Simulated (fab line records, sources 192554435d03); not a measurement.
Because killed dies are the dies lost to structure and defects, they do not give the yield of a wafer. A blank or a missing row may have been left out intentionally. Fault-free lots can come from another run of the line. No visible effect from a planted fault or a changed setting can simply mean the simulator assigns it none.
Which tool is to blame? ; flow n5-finfet ; 72 wafers from 24 lots sampled at 6 of the route's 1938 steps

## WHAT THE GAUGES READ, wafer by wafer
N5_BEOL_M1_INSPECT_13: inspects for defects (brightfield).
lot;measured;on;raw-defect-count
L074;day 6 05:04;defect-inspect-01;559 524 486
L075;day 6 09:21;defect-inspect-02;340 339 323
L076;day 6 11:29;defect-inspect-02;392 486 323
L077;day 6 20:55;defect-inspect-02;544 564 568
L078;day 7 03:37;defect-inspect-02;458 417 411
L079;day 7 05:29;defect-inspect-01;438 377 364
L080;day 7 10:11;defect-inspect-01;398 313 437
L081;day 7 22:38;defect-inspect-02;456 390 398
L082;day 7 22:53;defect-inspect-01;380 366 339
L083;day 8 06:38;defect-inspect-01;392 424 272
L084;day 8 14:58;defect-inspect-01;501 507 609
L085;day 9 08:26;defect-inspect-01;487 418 422
L086;day 9 07:54;defect-inspect-01;554 297 426
L087;day 9 16:10;defect-inspect-01;449 428 241
L088;day 9 20:20;defect-inspect-02;587 452 337
L089;day 10 02:02;defect-inspect-01;616 354 424
L090;day 10 07:12;defect-inspect-02;408 537 403
L091;day 10 07:31;defect-inspect-01;498 395 509
L092;day 10 13:07;defect-inspect-02;684 621 488
L093;day 11 04:40;defect-inspect-01;433 432 366
L094;day 11 08:36;defect-inspect-02;364 458 481
L095;day 11 09:17;defect-inspect-01;395 556 507
L096;day 11 21:02;defect-inspect-01;344 440 357
L097;day 11 23:57;defect-inspect-01;393 442 467

## TOOL THAT RAN EACH LOT (tool first, then ch and the chambers of the sampled wafers, then the start)
lot;N5_BEOL_M0_SAQP_ALD_48;N5_BEOL_M0_SAQP_ETCH_49;N5_BEOL_M0_CUTY_ETCH_62;N5_BEOL_M0_PRE_CLEAN_113;N5_BEOL_M1_ILD_DEP_00
L074;ald-sin-01 ch 1,2,3, day 5 21:43;rie-diel-01 ch 0,1,3, day 5 22:17;rie-diel-05 ch 0,1, day 5 23:06;pvd-sputter-03, day 6 01:24;pecvd-01 ch 1,2, day 6 03:27
L075;ald-sin-02 ch 0,1,3, day 6 00:40;rie-diel-01 ch 0,2,3, day 6 01:15;rie-diel-05 ch 2,3, day 6 01:52;pvd-sputter-02, day 6 05:46;pecvd-04 ch 0,1,2, day 6 08:17
L076;ald-sin-03 ch 0,2,3, day 6 04:32;rie-diel-01 ch 1,2,3, day 6 05:04;rie-diel-06 ch 0,1,2, day 6 05:40;pvd-sputter-03, day 6 07:20;pecvd-01 ch 1,2, day 6 09:47
L077;ald-sin-02 ch 0,1,3, day 6 12:15;rie-diel-03 ch 1,3, day 6 12:47;rie-diel-05 ch 0,3, day 6 13:24;pvd-sputter-03, day 6 16:19;pecvd-03 ch 0,2, day 6 18:49
L078;ald-sin-03 ch 0,1,2, day 6 15:52;rie-diel-01 ch 0,1,3, day 6 16:26;rie-diel-05 ch 0,1,2, day 6 17:05;pvd-sputter-03, day 6 21:23;pecvd-04 ch 0,1,2, day 7 01:00
L079;ald-sin-01 ch 1,3, day 6 21:11;rie-diel-01 ch 0,3, day 6 21:43;rie-diel-06 ch 0,2,3, day 6 22:29;pvd-sputter-02, day 7 00:30;pecvd-04 ch 1,2, day 7 04:15
L080;ald-sin-02 ch 0,2,3, day 7 02:24;rie-diel-03 ch 0,1, day 7 03:06;rie-diel-04 ch 1,2,3, day 7 03:43;pvd-sputter-02, day 7 05:29;pecvd-01 ch 1,2, day 7 07:40
L081;ald-sin-01 ch 0,2,3, day 7 14:06;rie-diel-02 ch 0,2, day 7 14:38;rie-diel-04 ch 0,1,3, day 7 15:14;pvd-sputter-03, day 7 18:35;pecvd-04 ch 0,1,2, day 7 21:07
L082;ald-sin-03 ch 1,3, day 7 15:11;rie-diel-02 ch 0,1,2, day 7 15:43;rie-diel-04 ch 0,1,3, day 7 16:12;pvd-sputter-03, day 7 18:40;pecvd-04 ch 0,1, day 7 21:17
L083;ald-sin-03 ch 1,2,3, day 7 22:06;rie-diel-01 ch 0,1, day 7 22:37;rie-diel-06 ch 0,1, day 7 23:14;pvd-sputter-03, day 8 02:55;pecvd-03 ch 1,2, day 8 05:06
L084;ald-sin-01 ch 0,2,3, day 8 05:50;rie-diel-01 ch 0,1,2, day 8 06:21;rie-diel-04 ch 0,1,2, day 8 07:13;pvd-sputter-02, day 8 11:09;pecvd-01 ch 1,2, day 8 14:01
L085;ald-sin-02 ch 0,3, day 8 22:45;rie-diel-02 ch 2,3, day 8 23:22;rie-diel-05 ch 2,3, day 8 23:52;pvd-sputter-02, day 9 04:29;pecvd-03 ch 0,2, day 9 07:14
L086;ald-sin-02 ch 0,1,2, day 8 23:21;rie-diel-03 ch 0,1,2, day 8 23:52;rie-diel-04 ch 0,1,2, day 9 00:40;pvd-sputter-03, day 9 04:27;pecvd-03 ch 0,1, day 9 06:56
L087;ald-sin-03 ch 0,1,3, day 9 08:31;rie-diel-02 ch 0,1,2, day 9 09:02;rie-diel-05 ch 1,3, day 9 09:40;pvd-sputter-03, day 9 12:20;pecvd-01 ch 1,2, day 9 14:32
L088;ald-sin-03 ch 2,3, day 9 12:46;rie-diel-02 ch 0,2,3, day 9 13:17;rie-diel-05 ch 0,3, day 9 13:46;pvd-sputter-03, day 9 16:16;pecvd-03 ch 0,2, day 9 18:28
L089;ald-sin-03 ch 1,2,3, day 9 16:29;rie-diel-02 ch 0,3, day 9 17:04;rie-diel-06 ch 0,2, day 9 17:41;pvd-sputter-02, day 9 22:14;pecvd-04 ch 0,2, day 10 00:26
L090;ald-sin-03 ch 1,2,3, day 9 21:54;rie-diel-02 ch 0,2, day 9 22:25;rie-diel-06 ch 0,2, day 9 23:02;pvd-sputter-02, day 10 02:01;pecvd-01 ch 1,2, day 10 04:59
L091;ald-sin-03 ch 0,1,3, day 10 00:48;rie-diel-03 ch 1,2,3, day 10 01:22;rie-diel-04 ch 0,1,2, day 10 02:12;pvd-sputter-01, day 10 04:02;pecvd-04 ch 0,1, day 10 06:07
L092;ald-sin-02 ch 1,3, day 10 06:33;rie-diel-02 ch 0,2, day 10 07:07;rie-diel-04 ch 0,1,2, day 10 07:37;pvd-sputter-01, day 10 09:06;pecvd-01 ch 0,1, day 10 11:09
L093;ald-sin-03 ch 0,3, day 10 19:53;rie-diel-02 ch 0,1,2, day 10 20:30;rie-diel-06 ch 0,3, day 10 20:59;pvd-sputter-02, day 10 22:34;pecvd-04 ch 0,1,2, day 11 02:52
L094;ald-sin-03 ch 0,1,3, day 10 21:47;rie-diel-01 ch 1,3, day 10 22:26;rie-diel-04 ch 0,2, day 10 23:04;pvd-sputter-02, day 11 04:08;pecvd-01 ch 0,1,2, day 11 06:29
L095;ald-sin-01 ch 0,1, day 11 03:43;rie-diel-02 ch 0,1, day 11 04:15;rie-diel-05 ch 0,1,2, day 11 04:52;pvd-sputter-02, day 11 06:05;pecvd-04 ch 0,2, day 11 08:10
L096;ald-sin-01 ch 2,3, day 11 12:53;rie-diel-02 ch 0,1,3, day 11 13:24;rie-diel-05 ch 0,1,2, day 11 13:54;pvd-sputter-01, day 11 17:32;pecvd-03 ch 1,2, day 11 19:46
L097;ald-sin-01 ch 0,2, day 11 13:23;rie-diel-02 ch 0,1,3, day 11 14:14;rie-diel-05 ch 2,3, day 11 14:51;pvd-sputter-02, day 11 20:31;pecvd-03 ch 1,2, day 11 22:39
- N5_BEOL_M0_SAQP_ALD_48: deposits SiO2, target thk 20 nm, pulse time 1 s, co reactant pulse time 1 s.
- N5_BEOL_M0_SAQP_ETCH_49: etches SiO2 in CF4/O2, target depth 37 nm.
- N5_BEOL_M0_CUTY_ETCH_62: etches SiARC in CF4, time 58.5 s.
- N5_BEOL_M0_PRE_CLEAN_113: time 30 s.
- N5_BEOL_M1_ILD_DEP_00: deposits SiOC from DEMS/O2, target thk 79 nm, time 15.3 s.

## WHAT THE TOOLS THEMSELVES READ (means of the sampled wafers that have a number; where no wafer has one, the mark that the record gives instead)
N5_BEOL_M0_SAQP_ALD_48.
lot;tool;heater-power-w (W);precursor-pulse-height-rel
L074;ald-sin-01;79;1.014
L075;ald-sin-02;85;0.996
L076;ald-sin-03;85;1.006
L077;ald-sin-02;84;0.997
L078;ald-sin-03;82;0.998
L079;ald-sin-01;81;1.005
L080;ald-sin-02;83;1.001
L081;ald-sin-01;79;0.989
L082;ald-sin-03;80;0.999
L083;ald-sin-03;79;1.006
L084;ald-sin-01;79;1.003
L085;ald-sin-02;85;1.009
L086;ald-sin-02;86;0.998
L087;ald-sin-03;81;0.996
L088;ald-sin-03;85;0.979
L089;ald-sin-03;81;0.996
L090;ald-sin-03;81;0.986
L091;ald-sin-03;82;1.001
L092;ald-sin-02;79;1.004
L093;ald-sin-03;86;0.992
L094;ald-sin-03;80;0.996
L095;ald-sin-01;84;1.008
L096;ald-sin-01;76;0.999
L097;ald-sin-01;79;1.003

N5_BEOL_M0_SAQP_ETCH_49.
lot;tool;bias-w (W);cf4-flow-sccm (sccm);drypump-motor-current-A (A);oes-product-au (a.u.);rf-vpp-V (V);showerhead-plenum-p-Torr (Torr);throttle-valve-pct (%)
L074;rie-diel-01;48.99;100.0;6.0;0.87;244;2.27;15.79
L075;rie-diel-01;49.06;99.7;5.9;0.81;246;2.25;15.75
L076;rie-diel-01;49.01;100.1;6.0;0.80;248;2.27;15.70
L077;rie-diel-03;48.88;99.9;6.0;0.73;245;2.29;15.98
L078;rie-diel-01;48.94;100.1;6.0;0.86;243;2.27;15.79
L079;rie-diel-01;48.97;100.2;6.0;0.87;242;2.24;15.84
L080;rie-diel-03;49.07;99.9;6.3;0.76;238;2.28;15.97
L081;rie-diel-02;49.00;100.0;6.0;0.71;233;2.21;15.95
L082;rie-diel-02;49.11;99.9;5.8;0.73;236;2.21;15.82
L083;rie-diel-01;49.20;100.0;5.8;0.90;243;2.28;15.77
L084;rie-diel-01;48.92;99.8;5.8;0.84;247;2.29;15.70
L085;rie-diel-02;49.19;100.1;5.9;0.89;232;2.29;15.64
L086;rie-diel-03;49.12;99.8;5.9;0.80;238;2.24;15.87
L087;rie-diel-02;49.12;100.0;5.8;0.72;236;2.21;15.84
L088;rie-diel-02;49.01;99.9;5.7;0.79;235;2.26;15.80
L089;rie-diel-02;48.86;99.9;5.3;0.78;236;2.29;15.80
L090;rie-diel-02;49.05;99.8;5.5;0.70;234;2.23;15.96
L091;rie-diel-03;48.84;99.8;5.6;0.78;242;2.25;15.91
L092;rie-diel-02;49.03;99.9;6.0;0.71;231;2.20;15.99
L093;rie-diel-02;49.02;100.2;5.7;0.71;235;2.21;15.84
L094;rie-diel-01;49.08;100.0;6.0;0.80;245;2.29;15.82
L095;rie-diel-02;48.99;100.0;5.3;0.71;237;2.24;15.85
L096;rie-diel-02;49.04;100.0;5.5;0.78;236;2.26;15.70
L097;rie-diel-02;49.09;100.0;5.5;0.77;236;2.26;15.70

N5_BEOL_M0_CUTY_ETCH_62.
lot;tool;bias-w (W);cf4-flow-sccm (sccm);drypump-motor-current-A (A);etch-rf-on-time-s (s);oes-product-au (a.u.);rf-vpp-V (V);showerhead-plenum-p-Torr (Torr);throttle-valve-pct (%)
L074;rie-diel-05;36.00;100.1;5.6;57.5;0.72;184.2;2.21;15.74
L075;rie-diel-05;36.06;99.8;6.0;60.6;0.64;183.5;2.11;15.55
L076;rie-diel-06;35.95;99.7;5.2;57.2;0.65;183.6;2.11;15.76
L077;rie-diel-05;36.03;99.9;6.2;58.8;0.62;184.1;2.11;15.79
L078;rie-diel-05;36.04;100.1;5.4;58.5;0.73;184.7;2.21;15.55
L079;rie-diel-06;36.01;100.0;5.0;58.7;0.62;184.0;2.07;15.75
L080;rie-diel-04;36.00;100.1;5.7;57.3;0.69;183.8;2.10;15.64
L081;rie-diel-04;36.01;99.8;5.6;59.4;0.63;184.8;2.13;15.60
L082;rie-diel-04;35.95;99.9;5.6;59.3;0.63;184.1;2.13;15.60
L083;rie-diel-06;35.99;100.1;5.3;57.8;0.64;183.5;2.11;15.85
L084;rie-diel-04;35.98;100.0;6.0;59.0;0.65;183.3;2.11;15.62
L085;rie-diel-05;36.07;100.1;5.7;60.3;0.68;185.0;2.17;15.45
L086;rie-diel-04;35.94;100.1;5.9;59.2;0.64;184.1;2.11;15.63
L087;rie-diel-05;35.87;100.2;5.5;60.0;0.68;183.0;2.08;15.58
L088;rie-diel-05;35.92;100.2;6.0;58.1;0.62;183.7;2.18;15.90
L089;rie-diel-06;35.89;99.9;5.1;57.8;0.62;183.6;2.10;15.76
L090;rie-diel-06;36.08;100.1;5.1;57.7;0.63;183.4;2.10;15.77
L091;rie-diel-04;35.96;100.1;5.9;58.7;0.64;183.5;2.11;15.64
L092;rie-diel-04;35.99;100.0;6.0;59.7;0.64;184.2;2.10;15.64
L093;rie-diel-06;35.94;99.7;4.8;57.0;0.74;184.8;2.20;15.54
L094;rie-diel-04;35.99;100.2;6.1;58.7;0.66;183.3;2.12;15.76
L095;rie-diel-05;36.08;100.2;5.5;58.9;0.69;185.0;2.19;15.62
L096;rie-diel-05;36.03;100.0;5.4;58.6;0.69;185.5;2.19;15.64
L097;rie-diel-05;35.94;99.6;6.1;60.2;0.78;185.6;2.26;15.31

N5_BEOL_M0_PRE_CLEAN_113.
lot;tool;heater-power-w (W)
L074;pvd-sputter-03;313
L075;pvd-sputter-02;338
L076;pvd-sputter-03;313
L077;pvd-sputter-03;308
L078;pvd-sputter-03;308
L079;pvd-sputter-02;338
L080;pvd-sputter-02;340
L081;pvd-sputter-03;297
L082;pvd-sputter-03;313
L083;pvd-sputter-03;310
L084;pvd-sputter-02;339
L085;pvd-sputter-02;352
L086;pvd-sputter-03;315
L087;pvd-sputter-03;326
L088;pvd-sputter-03;291
L089;pvd-sputter-02;356
L090;pvd-sputter-02;328
L091;pvd-sputter-01;336
L092;pvd-sputter-01;339
L093;pvd-sputter-02;352
L094;pvd-sputter-02;331
L095;pvd-sputter-02;351
L096;pvd-sputter-01;339
L097;pvd-sputter-02;344

N5_BEOL_M1_ILD_DEP_00.
lot;tool;heater-power-w (W);showerhead-plenum-p-Torr (Torr);throttle-valve-pct (%)
L074;pecvd-01;498;5.679;12.3
L075;pecvd-04;432;5.700;11.7
L076;pecvd-01;463;5.693;12.2
L077;pecvd-03;413;5.679;11.2
L078;pecvd-04;460;5.693;11.7
L079;pecvd-04;560;5.706;11.5
L080;pecvd-01;514;5.691;12.0
L081;pecvd-04;489;5.700;11.6
L082;pecvd-04;467;5.703;11.6
L083;pecvd-03;447;5.692;11.3
L084;pecvd-01;458;5.688;12.0
L085;pecvd-03;437;5.677;11.5
L086;pecvd-03;544;5.681;11.9
L087;pecvd-01;529;5.672;12.3
L088;pecvd-03;410;5.681;11.2
L089;pecvd-04;503;5.688;11.4
L090;pecvd-01;513;5.691;11.8
L091;pecvd-04;437;5.698;12.1
L092;pecvd-01;415;5.676;12.1
L093;pecvd-04;475;5.696;11.8
L094;pecvd-01;436;5.692;12.0
L095;pecvd-04;503;5.681;11.9
L096;pecvd-03;451;5.677;11.1
L097;pecvd-03;507;5.687;11.8

## THE ANSWER, worked out from the rows above alone
Rule: what is usual is taken from the lots themselves. Put in order of their means at a reading, lots are off if they are a third of the lots or fewer, leave a main group of 4 or more, and stand apart from it by a gap of 3 or more times the standard deviation of the main group's means; of several such gaps the widest counts. If all means in a main group match to the digits the tables above print for the reading, that group is not used. A lot without any number at a reading at which 4 lots or more have one is off too. Where the step has rows for the other lots, those lots are counted as sound. Order of review: gauges by route order, followed by the tools' own readings, for which a lot's mean as printed above is used. At the first step where some lot is off, the reading lying furthest off is the one used; lots without a number count as furthest.
None of the lots is off at any reading shown; this tells nothing.

## WHAT WAS PUT IN BY THE SIMULATOR
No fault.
